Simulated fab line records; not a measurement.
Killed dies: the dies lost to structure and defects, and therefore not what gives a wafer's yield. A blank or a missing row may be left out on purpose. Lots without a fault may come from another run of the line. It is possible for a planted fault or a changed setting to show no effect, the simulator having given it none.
Chamber matching | flow n5 finfet | rie diel-01 running N5_PMOS_HMC_CHANNEL_EPI_STRIP_33: 4 sister chambers
The step strips in N2/H2. 4 wafers are shown with their chamber, then 8 later ones without.

== WAFERS WITH THEIR CHAMBER ==
wafer  | chamber | showerhead plenum p Torr (Torr)
L087.3 | 0       | 3.44
L087.4 | 2       | 3.37
L087.5 | 3       | 3.23
L088.1 | 1       | 3.41

== WAFERS WITH NO CHAMBER GIVEN ==
wafer  | showerhead plenum p Torr (Torr)
L088.3 | 3.36
L088.5 | 3.36
L092.1 | 3.41
L092.3 | 3.43
L092.4 | 3.36
L093.2 | 3.36
L093.4 | 3.23
L093.5 | 3.23

== WHICH CHAMBER EACH ONE RAN IN ==
wafer  | from the rows above     | in truth
L088.3 | 2                       | 2
L088.5 | 2                       | 2
L092.1 | 1                       | 1
L092.3 | can't be placed: 0 or 1 | 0
L092.4 | 2                       | 2
L093.2 | 2                       | 2
L093.4 | 3                       | 3
L093.5 | 3                       | 3
Placed correctly: 7 of 8. Cannot be placed on the basis of these rows: 1; the candidates contain the true chamber in 1. Placed wrongly: 0.
How it was worked out, from the rows above alone: a wafer's distance from a chamber is the root of the sum, over the readings, of the square of ((its reading less the chamber's mean) divided by the reading's scatter). The wafer belongs to the nearest chamber; if the next one is less than 2 further off, it can't be placed. For every chamber, the mean is computed from those of its wafers that are shown. The scatter: with one shown wafer a chamber, the root of the mean of the squares of how far each hidden wafer lies from its nearest shown one.
